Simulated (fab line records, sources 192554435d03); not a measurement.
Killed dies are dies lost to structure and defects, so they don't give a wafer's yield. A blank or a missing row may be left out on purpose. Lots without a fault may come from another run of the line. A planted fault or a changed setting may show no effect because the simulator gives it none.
Which tool did it? | flow n5_finfet | 24 lots, 72 wafers sampled, at 5 steps of a route of 1938

WHAT THE GAUGES READ, wafer by wafer
N5_GATE_CUT_INSPECT_26: inspects for defects (darkfield).
lot  | measured     | on                | raw_defect_count
L074 | day 4 19:46  | defect_inspect-01 | 47 34 60
L075 | day 4 21:50  | defect_inspect-01 | 24 68 42
L076 | day 5 02:05  | defect_inspect-02 | 29 38 55
L077 | day 5 10:27  | defect_inspect-02 | 21 18 23
L078 | day 5 17:24  | defect_inspect-01 | 48 54 47
L079 | day 6 01:28  | defect_inspect-01 | 19 26 27
L080 | day 6 09:47  | defect_inspect-01 | 54 70 75
L081 | day 6 10:24  | defect_inspect-02 | 57 60 32
L082 | day 6 21:05  | defect_inspect-01 | 29 29 23
L083 | day 6 22:22  | defect_inspect-01 | 21 21 25
L084 | day 7 05:03  | defect_inspect-01 | 26 66 24
L085 | day 7 10:31  | defect_inspect-01 | 16 26 24
L086 | day 7 15:13  | defect_inspect-02 | 41 70 60
L087 | day 7 21:39  | defect_inspect-01 | 53 36 36
L088 | day 8 02:26  | defect_inspect-02 | 65 83 62
L089 | day 8 07:58  | defect_inspect-01 | 46 38 36
L090 | day 8 13:51  | defect_inspect-01 | 103 60 92
L091 | day 8 20:16  | defect_inspect-01 | 61 37 41
L092 | day 9 02:25  | defect_inspect-01 | 82 53 42
L093 | day 9 08:03  | defect_inspect-02 | 15 28 27
L094 | day 9 13:36  | defect_inspect-02 | 71 26 45
L095 | day 9 19:47  | defect_inspect-02 | 42 42 30
L096 | day 10 03:41 | defect_inspect-01 | 22 46 55
L097 | day 10 10:57 | defect_inspect-02 | 36 40 45

N5_MOL_CONTACT_COAG_INSPECT_10: inspects for defects (brightfield).
lot  | measured     | on                | raw_defect_count
L074 | day 4 20:08  | defect_inspect-02 | 77 58 111
L075 | day 4 22:13  | defect_inspect-01 | 42 134 79
L076 | day 5 02:28  | defect_inspect-02 | 78 73 77
L077 | day 5 10:50  | defect_inspect-01 | 29 35 31
L078 | day 5 17:47  | defect_inspect-01 | 76 80 85
L079 | day 6 01:58  | defect_inspect-02 | 46 59 50
L080 | day 6 10:11  | defect_inspect-01 | 78 113 126
L081 | day 6 10:47  | defect_inspect-02 | 96 118 69
L082 | day 6 21:29  | defect_inspect-01 | 61 48 48
L083 | day 6 22:45  | defect_inspect-01 | 40 56 44
L084 | day 7 05:42  | defect_inspect-01 | 54 109 40
L085 | day 7 11:01  | defect_inspect-01 | 43 52 47
L086 | day 7 15:37  | defect_inspect-02 | 91 118 88
L087 | day 7 22:10  | defect_inspect-02 | 97 70 65
L088 | day 8 02:49  | defect_inspect-01 | 116 145 95
L089 | day 8 08:21  | defect_inspect-02 | 93 80 75
L090 | day 8 14:22  | defect_inspect-02 | 177 100 144
L091 | day 8 20:40  | defect_inspect-02 | 107 81 92
L092 | day 9 02:56  | defect_inspect-02 | 135 97 82
L093 | day 9 08:28  | defect_inspect-02 | 37 52 44
L094 | day 9 13:59  | defect_inspect-02 | 130 36 85
L095 | day 9 20:10  | defect_inspect-02 | 59 68 40
L096 | day 10 04:12 | defect_inspect-02 | 53 81 94
L097 | day 10 11:28 | defect_inspect-01 | 60 76 68

WHICH TOOL RAN EACH LOT (tool, then ch and the chambers of the sampled wafers, then the start)
lot  | N5_GATE_CUT_HM_OPEN_40             | N5_GATE_CUT_ETCH_19                | N5_GATE_CUT_CUT_ETCH_55
L074 | rie_diel-05 ch 0,2,3, day 4 15:23  | rie_diel-05 ch 0,2,3, day 4 15:30  | rie_metal-01 ch 0,1, day 4 15:44
L075 | rie_diel-03 ch 0,2,3, day 4 18:37  | rie_diel-03 ch 0,2,3, day 4 18:44  | rie_metal-02 ch 0,1, day 4 18:58
L076 | rie_diel-03 ch 0,2,3, day 4 22:11  | rie_diel-03 ch 0,2,3, day 4 22:18  | rie_metal-01 ch 0, day 4 22:40
L077 | rie_diel-02 ch 0,1,2, day 5 07:02  | rie_diel-02 ch 0,1,2, day 5 07:10  | rie_metal-02 ch 0,1, day 5 07:24
L078 | rie_diel-03 ch 0,2,3, day 5 14:11  | rie_diel-03 ch 0,2,3, day 5 14:19  | rie_metal-02 ch 0,1, day 5 14:32
L079 | rie_diel-05 ch 0,1, day 5 22:12    | rie_diel-05 ch 0,1, day 5 22:19    | rie_metal-01 ch 0,1, day 5 22:33
L080 | rie_diel-03 ch 0,2,3, day 6 06:34  | rie_diel-03 ch 0,2,3, day 6 06:42  | rie_metal-01 ch 0,1, day 6 06:53
L081 | rie_diel-05 ch 1,3, day 6 07:12    | rie_diel-05 ch 1,3, day 6 07:19    | rie_metal-02 ch 0,1, day 6 07:33
L082 | rie_diel-02 ch 1,2,3, day 6 17:54  | rie_diel-02 ch 1,2,3, day 6 18:01  | rie_metal-02 ch 0,1, day 6 18:15
L083 | rie_diel-05 ch 0,1, day 6 18:46    | rie_diel-05 ch 0,1, day 6 18:53    | rie_metal-01 ch 0, day 6 19:07
L084 | rie_diel-05 ch 0,2, day 7 01:51    | rie_diel-05 ch 0,2, day 7 01:58    | rie_metal-02 ch 0,1, day 7 02:13
L085 | rie_diel-03 ch 1,2,3, day 7 07:19  | rie_diel-03 ch 1,2,3, day 7 07:26  | rie_metal-02 ch 0,1, day 7 07:40
L086 | rie_diel-05 ch 0,1,3, day 7 11:46  | rie_diel-05 ch 0,1,3, day 7 11:53  | rie_metal-01 ch 0,1, day 7 12:07
L087 | rie_diel-02 ch 0,1, day 7 18:26    | rie_diel-02 ch 0,1, day 7 18:34    | rie_metal-03 ch 0,1, day 7 18:47
L088 | rie_diel-03 ch 0,3, day 7 23:14    | rie_diel-03 ch 0,3, day 7 23:22    | rie_metal-01 ch 0,1, day 7 23:35
L089 | rie_diel-02 ch 1,3, day 8 04:43    | rie_diel-02 ch 1,3, day 8 04:50    | rie_metal-03 ch 0,1, day 8 05:04
L090 | rie_diel-05 ch 0,1,3, day 8 10:39  | rie_diel-05 ch 0,1,3, day 8 10:46  | rie_metal-01 ch 0,1, day 8 11:01
L091 | rie_diel-03 ch 0,1,2, day 8 16:47  | rie_diel-03 ch 0,1,2, day 8 16:55  | rie_metal-02 ch 0, day 8 17:16
L092 | rie_diel-03 ch 0,1,3, day 8 23:08  | rie_diel-03 ch 0,1,3, day 8 23:16  | rie_metal-01 ch 0,1, day 8 23:29
L093 | rie_diel-03 ch 0,1, day 9 04:51    | rie_diel-03 ch 0,1, day 9 04:58    | rie_metal-01 ch 0,1, day 9 05:12
L094 | rie_diel-05 ch 0,2,3, day 9 10:23  | rie_diel-05 ch 0,2,3, day 9 10:31  | rie_metal-02 ch 0,1, day 9 10:44
L095 | rie_diel-05 ch 0,2,3, day 9 16:34  | rie_diel-05 ch 0,2,3, day 9 16:41  | rie_metal-01 ch 0,1, day 9 16:55
L096 | rie_diel-05 ch 0,1,2, day 10 00:13 | rie_diel-05 ch 0,1,2, day 10 00:20 | rie_metal-02 ch 1, day 10 00:41
L097 | rie_diel-03 ch 1,2,3, day 10 07:46 | rie_diel-03 ch 1,2,3, day 10 07:53 | rie_metal-03 ch 0,1, day 10 08:06
- N5_GATE_CUT_HM_OPEN_40: chemistry C4F6/O2, target SiO2, target depth 139 nm, time 85.1 s.
- N5_GATE_CUT_ETCH_19: etches SiNx in CH3F/O2, target depth 53.7 nm, time 76.7 s.
- N5_GATE_CUT_CUT_ETCH_55: etches HfO2 in BCl3, target depth 3.2 nm.

WHAT THE TOOLS THEMSELVES READ (means of the sampled wafers that have a number; where no wafer has one, the mark that the record gives instead)
N5_GATE_CUT_HM_OPEN_40.
lot  | tool        | C4F6_flow_sccm (sccm) | drypump_motor_current_A (A) | etch_rf_on_time_s (s) | oes_ar_750_au (a.u.) | oes_product_au (a.u.) | rf_vpp_V (V) | showerhead_plenum_p_Torr (Torr) | throttle_valve_pct (%)
L074 | rie_diel-05 | 10.024                | 6.1                         | 92.5                  | 0.81                 | 0.73                  | 665          | 2.83                            | 20.89
L075 | rie_diel-03 | 10.015                | 5.9                         | 91.7                  | 0.82                 | 0.74                  | 668          | 2.86                            | 20.75
L076 | rie_diel-03 | 10.017                | 5.9                         | 92.5                  | 0.82                 | 0.74                  | 669          | 2.86                            | 20.75
L077 | rie_diel-02 | 9.989                 | 5.8                         | 91.5                  | 0.84                 | 0.76                  | 675          | 2.81                            | 20.77
L078 | rie_diel-03 | 10.027                | 5.9                         | 92.7                  | 0.81                 | 0.73                  | 668          | 2.85                            | 20.76
L079 | rie_diel-05 | 9.990                 | 5.7                         | 94.3                  | 0.75                 | 0.67                  | 661          | 2.89                            | 20.71
L080 | rie_diel-03 | 10.012                | 5.9                         | 92.8                  | 0.81                 | 0.73                  | 667          | 2.85                            | 20.77
L081 | rie_diel-05 | 10.029                | 6.1                         | 92.6                  | 0.81                 | 0.73                  | 663          | 2.84                            | 21.03
L082 | rie_diel-02 | 9.991                 | 5.9                         | 93.7                  | 0.76                 | 0.70                  | 675          | 2.81                            | 20.93
L083 | rie_diel-05 | 10.006                | 5.8                         | 96.2                  | 0.73                 | 0.65                  | 671          | 2.86                            | 20.82
L084 | rie_diel-05 | 10.004                | 5.8                         | 95.2                  | 0.76                 | 0.68                  | 669          | 2.83                            | 20.82
L085 | rie_diel-03 | 10.019                | 5.7                         | 91.2                  | 0.82                 | 0.75                  | 668          | 2.89                            | 20.73
L086 | rie_diel-05 | 9.996                 | 6.0                         | 93.7                  | 0.77                 | 0.69                  | 666          | 2.85                            | 20.94
L087 | rie_diel-02 | 9.973                 | 5.6                         | 94.1                  | 0.85                 | 0.76                  | 676          | 2.78                            | 20.71
L088 | rie_diel-03 | 10.042                | 5.8                         | 92.1                  | 0.84                 | 0.76                  | 677          | 2.80                            | 20.77
L089 | rie_diel-02 | 9.991                 | 5.5                         | 93.5                  | 0.75                 | 0.70                  | 681          | 2.79                            | 20.89
L090 | rie_diel-05 | 9.989                 | 6.0                         | 92.3                  | 0.76                 | 0.69                  | 665          | 2.84                            | 20.95
L091 | rie_diel-03 | 10.005                | 5.3                         | 93.3                  | 0.81                 | 0.74                  | 677          | 2.86                            | 20.84
L092 | rie_diel-03 | 10.010                | 5.6                         | 90.7                  | 0.85                 | 0.77                  | 675          | 2.84                            | 20.73
L093 | rie_diel-03 | 9.995                 | 5.1                         | 93.3                  | 0.86                 | 0.77                  | 684          | 2.81                            | 20.84
L094 | rie_diel-05 | 10.012                | 6.0                         | 92.4                  | 0.78                 | 0.70                  | 664          | 2.82                            | 20.95
L095 | rie_diel-05 | 9.975                 | 6.0                         | 94.9                  | 0.78                 | 0.70                  | 665          | 2.82                            | 20.95
L096 | rie_diel-05 | 10.025                | 5.8                         | 94.6                  | 0.75                 | 0.67                  | 658          | 2.86                            | 20.76
L097 | rie_diel-03 | 10.000                | 5.7                         | 93.9                  | 0.80                 | 0.72                  | 667          | 2.88                            | 20.74

N5_GATE_CUT_ETCH_19.
lot  | tool        | drypump_motor_current_A (A) | etch_rf_on_time_s (s) | oes_ar_750_au (a.u.) | oes_product_au (a.u.) | rf_vpp_V (V) | showerhead_plenum_p_Torr (Torr) | throttle_valve_pct (%)
L074 | rie_diel-05 | 6.0                         | 76.3                  | 0.81                 | 0.69                  | 296          | 1.99                            | 16.29
L075 | rie_diel-03 | 5.9                         | 76.1                  | 0.82                 | 0.69                  | 300          | 2.01                            | 16.19
L076 | rie_diel-03 | 5.9                         | 76.4                  | 0.82                 | 0.69                  | 299          | 2.01                            | 16.19
L077 | rie_diel-02 | 5.8                         | 76.3                  | 0.84                 | 0.71                  | 302          | 1.97                            | 16.17
L078 | rie_diel-03 | 5.9                         | 76.8                  | 0.81                 | 0.69                  | 300          | 2.01                            | 16.20
L079 | rie_diel-05 | 5.7                         | 76.9                  | 0.75                 | 0.64                  | 295          | 2.04                            | 16.19
L080 | rie_diel-03 | 5.9                         | 76.6                  | 0.80                 | 0.68                  | 299          | 2.01                            | 16.22
L081 | rie_diel-05 | 6.2                         | 76.1                  | 0.81                 | 0.69                  | 295          | 2.00                            | 16.37
L082 | rie_diel-02 | 5.9                         | 77.2                  | 0.76                 | 0.65                  | 302          | 1.97                            | 16.37
L083 | rie_diel-05 | 5.8                         | 77.3                  | 0.73                 | 0.62                  | 299          | 2.01                            | 16.27
L084 | rie_diel-05 | 5.8                         | 77.1                  | 0.76                 | 0.65                  | 299          | 1.99                            | 16.28
L085 | rie_diel-03 | 5.7                         | 75.7                  | 0.82                 | 0.71                  | 298          | 2.04                            | 16.18
L086 | rie_diel-05 | 6.0                         | 76.6                  | 0.77                 | 0.66                  | 298          | 2.00                            | 16.34
L087 | rie_diel-02 | 5.6                         | 75.5                  | 0.85                 | 0.72                  | 302          | 1.95                            | 16.10
L088 | rie_diel-03 | 5.7                         | 76.9                  | 0.84                 | 0.71                  | 303          | 1.97                            | 16.17
L089 | rie_diel-02 | 5.5                         | 76.1                  | 0.75                 | 0.66                  | 303          | 1.96                            | 16.36
L090 | rie_diel-05 | 5.9                         | 76.3                  | 0.76                 | 0.65                  | 297          | 2.00                            | 16.36
L091 | rie_diel-03 | 5.3                         | 76.1                  | 0.81                 | 0.70                  | 303          | 2.01                            | 16.26
L092 | rie_diel-03 | 5.6                         | 75.4                  | 0.85                 | 0.73                  | 302          | 1.99                            | 16.14
L093 | rie_diel-03 | 5.1                         | 76.0                  | 0.85                 | 0.73                  | 306          | 1.97                            | 16.21
L094 | rie_diel-05 | 6.0                         | 76.5                  | 0.78                 | 0.66                  | 297          | 1.98                            | 16.36
L095 | rie_diel-05 | 6.0                         | 76.4                  | 0.78                 | 0.66                  | 296          | 1.98                            | 16.36
L096 | rie_diel-05 | 5.8                         | 76.3                  | 0.75                 | 0.64                  | 294          | 2.01                            | 16.23
L097 | rie_diel-03 | 5.7                         | 76.1                  | 0.79                 | 0.67                  | 298          | 2.03                            | 16.22

N5_GATE_CUT_CUT_ETCH_55.
lot  | tool         | drypump_motor_current_A (A) | oes_product_au (a.u.) | throttle_valve_pct (%)
L074 | rie_metal-01 | 6.0                         | 0.82                  | 33.4
L075 | rie_metal-02 | 5.5                         | 0.85                  | 32.9
L076 | rie_metal-01 | 6.3                         | 0.95                  | 33.6
L077 | rie_metal-02 | 5.5                         | 0.89                  | 33.0
L078 | rie_metal-02 | 5.5                         | 0.89                  | 33.0
L079 | rie_metal-01 | 6.0                         | 0.93                  | 33.7
L080 | rie_metal-01 | 6.0                         | 0.93                  | 33.7
L081 | rie_metal-02 | 5.5                         | 0.87                  | 33.0
L082 | rie_metal-02 | 5.5                         | 0.87                  | 33.0
L083 | rie_metal-01 | 6.3                         | 0.91                  | 33.6
L084 | rie_metal-02 | 5.5                         | 0.82                  | 32.9
L085 | rie_metal-02 | 5.5                         | 0.85                  | 33.0
L086 | rie_metal-01 | 6.0                         | 0.91                  | 33.7
L087 | rie_metal-03 | 5.3                         | 0.69                  | 33.8
L088 | rie_metal-01 | 5.8                         | 0.90                  | 33.9
L089 | rie_metal-03 | 5.3                         | 0.69                  | 33.8
L090 | rie_metal-01 | 5.8                         | 0.89                  | 33.9
L091 | rie_metal-02 | 5.4                         | 0.88                  | 33.0
L092 | rie_metal-01 | 5.8                         | 0.89                  | 33.9
L093 | rie_metal-01 | 6.0                         | 0.89                  | 33.8
L094 | rie_metal-02 | 5.5                         | 0.83                  | 33.0
L095 | rie_metal-01 | 5.8                         | 0.87                  | 33.9
L096 | rie_metal-02 | 5.6                         | 0.78                  | 33.0
L097 | rie_metal-03 | 5.3                         | 0.91                  | 33.5

THE ANSWER, worked out from the rows above alone
Rule: what is usual is taken from the lots themselves. Put in order of their means at a reading, lots are off if they are a third of the lots or fewer, leave a main group of 4 or more, and stand apart from it by a gap of 3 or more times the standard deviation of the main group's means; of several such gaps the widest counts. A main group whose means are all the same, to the digits that the tables above print for the reading, isn't used. A lot without any number at a reading at which 4 lots or more have one is off too. The other lots that the step has rows for count as sound. The gauges are gone through in route order, then the tools' own readings, and for those a lot's mean is taken as printed above. The first step at which some lot is off is used, and at that step the reading that is off furthest; a lot without a number counts as furthest.
No lot is off at any reading shown: from this, nothing can be told.

WHAT THE SIMULATOR HAD PUT IN
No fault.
